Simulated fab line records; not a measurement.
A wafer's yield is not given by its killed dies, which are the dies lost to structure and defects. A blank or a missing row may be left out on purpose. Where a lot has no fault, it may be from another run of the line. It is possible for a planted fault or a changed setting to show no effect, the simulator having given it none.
Lot-split experiment -- flow n5 finfet -- 21 wafers read from 7 lots, route of 1938 steps

== THE SPLIT ITSELF ==
At N5_BEOL_M7_EXPOSE_08 (exposes mask M7), the setting dose mj was moved away from the recipe's 68.25 on 6 of the 21 wafers read, by -7.2% to +5.3%. For the rest of the wafers, this setting stayed at what the recipe calls for.

== FROM THE SPLIT TO THE READING: what the file shows between them, 13 steps ==
- N5_BEOL_M7_PEB_09: peb time 60 s
- N5_BEOL_M7_DEVELOP_10: develop time 30 s
- N5_BEOL_M7_CD_MEAS_11: target cd 38.5 nm
- N5_BEOL_M7_ETCH_61: etches SiARC in CF4, target depth 45.5 nm, time 75.8 s (also split here: source w)
- N5_BEOL_M7_ETCH_62: etches SOC in N2/H2, target depth 110 nm, overetch 22 nm, time 165 s
- N5_BEOL_M7_STRIP_68: strips in N2/H2
- N5_BEOL_M7_HM_OPEN_17: chemistry Cl2/BCl3, target TiN, target depth 20 nm, overetch 6 nm
- N5_BEOL_M7_STRIP_19: strips in O2
- N5_BEOL_M7_CD_MEAS_18: pitch 80 nm, target cd 40 nm
- N5_BEOL_M7_COAT_63: time 60 s, resist thk 60 nm
- N5_BEOL_M7_COAT_64: time 60 s, resist thk 12 nm
- N5_BEOL_M7_PRECLEAN_42: cleans in residue remover, time 60 s
- N5_BEOL_M7_SRD_43: time 30 s

== THE READING ==
At N5_BEOL_M7_CD_MEAS_35: cd nm in nanometres, against a target cd of 40 nm. A value of 40.0 nm with a standard deviation of 0.73 nm is what fault-free wafers of this fab line usually give.

wafer,"tool, chamber at the split",dose mj as run,against the recipe,"cd nm, nm",against lot-mates on the recipe
L075.1,"arfi scanner-02, 0",66.33,-2.8%,37.4,-1.8
L075.3,"arfi scanner-02, 0",68.25,recipe,39.2,-
L075.6,"arfi scanner-02, 0",66.33,-2.8%,38.2,-1.0
L078.2,"arfi scanner-02, 0",68.25,recipe,40.7,-
L078.3,"arfi scanner-02, 0",63.31,-7.2%,36.4,-3.8
L078.6,"arfi scanner-02, 0",68.25,recipe,39.7,-
L081.4,"arfi scanner-02, 0",68.25,recipe,41.4,-
L081.5,"arfi scanner-02, 0",68.25,recipe,41.0,-
L081.6,"arfi scanner-02, 0",68.25,recipe,40.2,-
L080.3,"arfi scanner-01, 0",68.25,recipe,40.8,-
L080.5,"arfi scanner-01, 0",68.25,recipe,40.2,-
L080.6,"arfi scanner-01, 0",69.76,+2.2%,41.8,+1.3
L082.2,"arfi scanner-01, 0",71.86,+5.3%,42.2,+1.9
L082.3,"arfi scanner-01, 0",71.86,+5.3%,43.3,+3.0
L082.6,"arfi scanner-01, 0",68.25,recipe,40.3,-
L084.1,"arfi scanner-03, 0",68.25,recipe,41.0,-
L084.3,"arfi scanner-03, 0",68.25,recipe,40.0,-
L084.4,"arfi scanner-03, 0",68.25,recipe,40.5,-
L091.2,"arfi scanner-01, 0",68.25,recipe,39.6,-
L091.5,"arfi scanner-01, 0",68.25,recipe,39.7,-
L091.6,"arfi scanner-01, 0",68.25,recipe,40.6,-

THE FIT
A straight line over all 21 wafers: cd nm changes by +0.554 nm for each +1% of dose mj; r = +0.91; the points scatter about the line by 0.66 nm.
The same after taking each lot's own level away (the mean of its wafers on the recipe; 21 wafers): +0.497 nm for each +1%; r = +0.95; scatter 0.44 nm.
That fit puts the effect of the largest move of dose mj on the reading at 3.6 nm.
From 39.20 to 40.87 nm: that is the span of the lots' own levels, equal to 2.3 times the standard deviation above.
So the slope is not independent of the lot-to-lot level: the two fits are not the same.
Check: with one of the wafers moved furthest among these (-7.2%) left out of the fit, the line predicts -3.46 nm for it against its lot-mates. Against them it came out at -3.8 nm.

== ADDITIONAL SPLITS CARRIED BY THESE WAFERS ==
These wafers also went through other splits before the reading. Each is held against what the fit with the lots' levels taken away leaves over:
other split on the same wafers,wafers away from the commonest value,r with cd nm (lot level and that fit taken away)
N5_BEOL_M6_COAT_63 spin rpm,5,+0.13
N5_BEOL_M6_COAT_22 spin rpm,10,-0.21
N5_BEOL_M7_ETCH_61 source w,5,+0.36

== THE WHOLE CHAIN: every reading that the file lists as answering this split, in the file's order ==
step,what it does,reading,change (the file's fit),r (the file's)
N5_BEOL_M7_CD_MEAS_11,target cd 38.5 nm,cd nm,+0.502 nm for each +1% of the setting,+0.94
N5_BEOL_M7_ETCH_61,"etches SiARC in CF4, target depth 45.5 nm, time 75.8 s","BEOL_M7.cd offset nm (the simulator's own value, which no gauge read)",+0.542 nm for each +1% of the setting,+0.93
N5_BEOL_M7_CD_MEAS_18,"pitch 80 nm, target cd 40 nm",cd nm,+0.553 nm for each +1% of the setting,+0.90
N5_BEOL_M7_CD_MEAS_35,target cd 40 nm,cd nm,+0.508 nm for each +1% of the setting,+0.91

== FILE'S OWN FIT ==
cd nm changes by +0.508 nm for each +1% of dose mj, r = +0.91.
